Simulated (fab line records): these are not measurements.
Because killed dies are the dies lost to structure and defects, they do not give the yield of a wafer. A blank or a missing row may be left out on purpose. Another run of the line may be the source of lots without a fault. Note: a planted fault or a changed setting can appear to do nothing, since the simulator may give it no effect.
Comparing a struck lot with a sound one ; flow n5-finfet ; 16 out of 1938 route steps
Sound: wafers L110.2, L110.4, L110.6. Wafers struck: L118.2, L118.3. At the end, the cause is stated.
For every step that has rows: the tool of each side, followed by ch and its chambers, followed by its first start. Under that, the readings that differ: sound wafers ; struck wafers ; difference of the means ; sigmas: that difference in standard deviations of wafers without a fault.
alike: readings with means less than 2 such deviations apart, plus words and numbers identical on both sides. not compared: withheld readings, readings lacking a value on some wafer, bounds such as >300 that could conceal the same value, and numbers that have no deviation in the record and whose values overlap.
Wherever a step has rows on one side only, a row that says differs or no value, or a row with sigmas, the two part there. When numbers do not overlap yet have no deviation, they are printed without sigmas and do not part them. A reading that every wafer of one side lacks parts them only if that side has two wafers or more.

N5_BEOL_M1_ETCH_41: etches SiCN in CH3F/O2, target depth 31.9 nm, time 57.8 s.
  sound on rie-diel-02 ch 0,1,3; struck on rie-diel-05 ch 2,3
reading;sound;struck;difference;sigmas
drypump-motor-current-A (A);4.8 5.9 5.6;6.2 6.4;+0.9;+2
  alike: oes-product-au, rf-vpp-V, showerhead-plenum-p-Torr, throttle-valve-pct
  not compared: rf-hours-counter-h
N5_BEOL_M1_STRIP_97: strips in N2/H2, time 10 s.
  sound on rie-diel-02 ch 0,1,3; struck on rie-diel-05 ch 2,3
  alike: drypump-motor-current-A, h2-flow-sccm, oes-product-au, rf-vpp-V, showerhead-plenum-p-Torr, temp-c, throttle-valve-pct
  not compared: rf-hours-counter-h
N5_BEOL_M1_OCD_MEAS_38:
  sound: ocd-02 at day 7 05:02; struck: ocd-01 at day 11 01:21
  alike: trench-depth-nm
then, 4 steps without rows for these wafers: N5_BEOL_M1_HM_STRIP_39 (strips TiN in peroxide tin strip, target depth 25 nm, time 158 s); N5_BEOL_M1_SRD_40 (time 30 s); N5_BEOL_M1_PRECLEAN_42 (cleans in residue remover, time 60 s); N5_BEOL_M1_SRD_43 (time 30 s).
N5_BEOL_M1_CD_MEAS_35: target cd 18 nm, target cd y 21 nm.
  sound: cd-sem-01 at day 7 05:11; struck: cd-sem-03 at day 11 01:30
  alike: cd-nm
N5_BEOL_M1_DEGAS_44: time 60 s.
  sound: pvd-sputter-02 at day 7 05:23; struck: pvd-sputter-03 at day 11 02:02
  alike: heater-power-w
N5_BEOL_M1_PRE_CLEAN_45: time 30 s.
  sound: pvd-sputter-02 at day 7 05:26; struck: pvd-sputter-03 at day 11 02:04
  alike: heater-power-w
then, 2 steps without rows for these wafers: N5_BEOL_M1_ALD_84 (deposits TaN, pulse time 2 s, purge time 3 s, co reactant purge time 2 s); N5_BEOL_M1_SURFACE_TREAT_85.
N5_BEOL_M1_CVD_47: deposits Co from CCTBA/H2, target thk 3 nm, time 223.8 s.
  sound on cvd-co-01 ch 0,1, day 7 05:57; struck on cvd-co-01 ch 1,2, day 11 02:37
reading;sound;struck;difference;sigmas
run-length-s (s);246.0 246.3 246.4;441.0 441.9;+195.2;+99 or more
  not compared: since-wet-clean-h
N5_BEOL_M1_SPUTTER_48: material Cu, target thk 4.5 nm, time 8.29 s.
  sound: pvd-sputter-03 at day 7 06:15; struck: pvd-sputter-02 at day 11 02:58
  alike: throttle-valve-pct
N5_BEOL_M4_RC_MEAS_101:
  sound on prober-02 ch 0, day 11 01:49; struck on prober-02 ch 0, day 13 02:11
  alike: DIBL_N, DIBL_P, IOFF_N, IOFF_P, ION_N, ION_P, SS_N, SS_P, VT_N, VT_P
-- record jumps: 4 days separate the struck wafers' starts on either side; left off in module BEOL_M4, taken up again in module PASSIVATION, whose first shown step is the route's number 1936 --
N5_PASSIVATION_PROBE_49:
  sound: prober-02 at day 15 12:52; struck: prober-02 at day 17 08:33
  alike: defect-limited-yield, killed_at_M0_to_M3, killed_at_M4_up, killed-at-contacts, killed-at-front-end, killed-at-other, killed-dies, killed-open, killed-short, sort_bin_5_function, sort_bin_6_memory, sort-n-pass, sort-yield-pct

## WHERE THEY PART
Last at N5_BEOL_M1_CVD_47 as far as this record goes, first at N5_BEOL_M1_ETCH_41. Later steps at which nothing parts them and some readings are alike: N5_BEOL_M1_SPUTTER_48, N5_BEOL_M4_RC_MEAS_101, N5_PASSIVATION_PROBE_49.

WHY: the cause the simulator had injected
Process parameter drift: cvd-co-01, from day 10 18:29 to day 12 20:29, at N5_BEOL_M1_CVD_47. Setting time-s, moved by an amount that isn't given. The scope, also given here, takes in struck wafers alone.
